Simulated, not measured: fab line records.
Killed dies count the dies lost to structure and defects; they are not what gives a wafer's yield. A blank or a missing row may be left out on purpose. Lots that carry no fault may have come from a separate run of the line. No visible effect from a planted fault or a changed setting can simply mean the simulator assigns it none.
A lot that was struck, set against a sound lot + flow nand_harc + 25 steps out of a route of 1302
Sound: wafers L798.1, L798.3, L798.5. Wafers L800.3, L800.4, L800.6 were the ones struck. Last of all comes the cause.
Each step with rows lists, per side, the tool, then ch with its chambers, then its first start. Under that, the readings that differ: sound wafers + struck wafers + difference of the means + sigmas: that difference in standard deviations of wafers without a fault.
alike: readings whose means differ by less than 2 such deviations, and words and numbers that are the same on both sides. not compared: withheld readings, readings that some wafer has no value for, bounds like >300 that may hide the same value, and numbers for which the record gives no deviation and whose values overlap.
Wherever a step has rows on one side only, a row that says differs or no value, or a row with sigmas, the two part there. Numbers that don't overlap but have no deviation are shown without sigmas and don't part them. A reading that every wafer of one side lacks parts them only if that side has two wafers or more.

first, 1 step without rows for these wafers: NHARC_P_M0_SRD_25.
NHARC_P_M0_INSPECT_27:
  sound on defect_inspect-01, day 9 19:49; struck on defect_inspect-01, day 10 11:26
  alike: raw_defect_count
NHARC_P_M0_PRE_CLEAN_31: time 12 s.
  sound on pecvd-04 ch 1,2, day 9 19:53; struck on pecvd-04 ch 0,1, day 10 11:33
  alike: heater_power_w
NHARC_P_M0_DEP_32: deposits SiCN, target thk 30 nm.
  sound on pecvd-04 ch 1,2, day 9 19:58; struck on pecvd-04 ch 0,1, day 10 11:45
  alike: heater_power_w
then, 7 steps without rows for these wafers: NHARC_P_M1_DEP_00 (deposits SiOC, target thk 182.5 nm); NHARC_P_M1_DEHYDRATE_01 (time 120 s); NHARC_P_M1_HMDS_02 (time 30 s); NHARC_P_M1_COAT_34 (time 65 s); NHARC_P_M1_COAT_03 (resist thk 90 nm); NHARC_P_M1_SOFTBAKE_04 (time 55 s); NHARC_P_M1_EBR_05.
NHARC_P_M1_EXPOSE_06: exposes mask P M1, target cd 130 nm.
  sound on arfi_scanner-03 ch 0, day 9 21:19; struck on arfi_scanner-02 ch 0, day 10 12:45
  alike: mask
then, 2 steps without rows for these wafers: NHARC_P_M1_PEB_07 (peb time 65 s); NHARC_P_M1_DEVELOP_08 (develop time 35 s).
NHARC_P_M1_CD_MEAS_09 targets a cd of 130 nm.
  sound on cd_sem-03 ch 0, day 9 21:27; struck on cd_sem-02 ch 0, day 10 12:53
| reading    | sound             | struck            | difference | sigmas |
|------------|-------------------|-------------------|------------|--------|
| cd_nm (nm) | 131.1 131.1 131.2 | 133.3 132.1 132.7 | +1.6       | +3     |
NHARC_P_M1_OVL_MEAS_10: pitch 260 nm.
  sound on overlay-01, day 9 21:32; struck on overlay-01, day 10 12:58
| reading           | sound          | struck      | difference | sigmas |
|-------------------|----------------|-------------|------------|--------|
| overlay_x_nm (nm) | -0.5 -1.2 -0.5 | 1.6 1.4 1.3 | +2.2       | +3     |
  alike: overlay_y_nm
NHARC_P_M1_INSPECT_11:
  sound on defect_inspect-02, day 9 21:35; struck on defect_inspect-01, day 10 13:00
  alike: raw_defect_count
NHARC_P_M1_DESCUM_14: chemistry O2, time 3 s.
  sound on rie_diel-13 ch 0,3, day 9 21:38; struck on rie_diel-09 ch 0,3, day 10 13:04
| reading                         | sound          | struck          | difference | sigmas |
|---------------------------------|----------------|-----------------|------------|--------|
| showerhead_plenum_p_Torr (Torr) | 1.82 1.79 1.79 | 1.98 1.97 1.98  | +0.18      | +2     |
| model.P_M1.cd_nm (nm)           | 131 131 131.1  | 133.4 132 132.4 | +1.6       |        |
  alike: drypump_motor_current_A, oes_product_au, rf_vpp_V, throttle_valve_pct
  not compared: rf_hours_counter_h
NHARC_P_M1_ETCH_35: etches the open film in N2/H2, target depth 40 nm, overetch 12 nm, time 43.94 s.
  sound on rie_diel-13 ch 0,1,3, day 9 21:44; struck on rie_diel-09 ch 0,1,2, day 10 13:10
  alike: drypump_motor_current_A, n2_flow_sccm, oes_product_au, rf_vpp_V, showerhead_plenum_p_Torr, throttle_valve_pct
  not compared: rf_hours_counter_h
NHARC_P_M1_ETCH_15: etches the open film in C4F8/Ar, target depth 182.5 nm, time 91.2 s.
  sound: rie_diel-13 ch 1,3; struck: rie_diel-09 ch 1,3
  alike: oes_product_au, rf_vpp_V
  not compared: rf_hours_counter_h
NHARC_P_M1_CD_MEAS_16:
  sound on cd_sem-03, day 9 21:56; struck on cd_sem-01, day 10 13:22
  alike: cd_nm
NHARC_P_M1_STRIP_18: strips in N2/H2.
  sound on rie_diel-09 ch 1,3, day 9 22:01; struck on rie_diel-13 ch 1,2,3, day 10 13:28
  alike: drypump_motor_current_A, n2_flow_sccm, oes_product_au, rf_vpp_V, showerhead_plenum_p_Torr, throttle_valve_pct
  not compared: rf_hours_counter_h
NHARC_P_M1_ETCH_28: etches the open film in CF4/N2, target depth 30 nm, time 72.99 s.
  sound: rie_diel-09 ch 0,1,2; struck: rie_diel-13 ch 0,2,3
| reading               | sound             | struck            | difference | sigmas |
|-----------------------|-------------------|-------------------|------------|--------|
| model.P_M1.cd_nm (nm) | 131.7 131.1 131.2 | 133.2 132.2 132.5 | +1.3       |        |
  alike: drypump_motor_current_A, n2_flow_sccm, oes_product_au, rf_vpp_V, showerhead_plenum_p_Torr, throttle_valve_pct
  not compared: rf_hours_counter_h
then, 1 step without rows for these wafers: NHARC_P_M1_STRIP_19 (strips in post etch residue remover, time 600 s).
-- jump in the record: it breaks off in module P_M1 and resumes in module END (first step shown: number 1302 of the route), and 22 days separate the struck wafers' starts before and after --
NHARC_END_SORT_01:
  sound on prober-01 ch 0, day 32 14:42; struck on prober-02 ch 0, day 32 18:41
  alike: defect_limited_yield, killed_at_array, killed_at_other, killed_at_periphery, killed_dies, killed_open, killed_short, sort_bin_2_pct, sort_bin_3_pct, sort_bin_4_pct, sort_n_pass, sort_rim_yield_pct, sort_yield_pct

== WHERE THEY PART ==
First at NHARC_P_M1_CD_MEAS_09; last, within this record, at NHARC_P_M1_DESCUM_14. Later steps at which nothing parts them and some readings are alike: NHARC_P_M1_ETCH_35, NHARC_P_M1_ETCH_15, NHARC_P_M1_CD_MEAS_16, NHARC_P_M1_STRIP_18, NHARC_P_M1_ETCH_28, NHARC_END_SORT_01.

WHY: what had been put in by the simulator
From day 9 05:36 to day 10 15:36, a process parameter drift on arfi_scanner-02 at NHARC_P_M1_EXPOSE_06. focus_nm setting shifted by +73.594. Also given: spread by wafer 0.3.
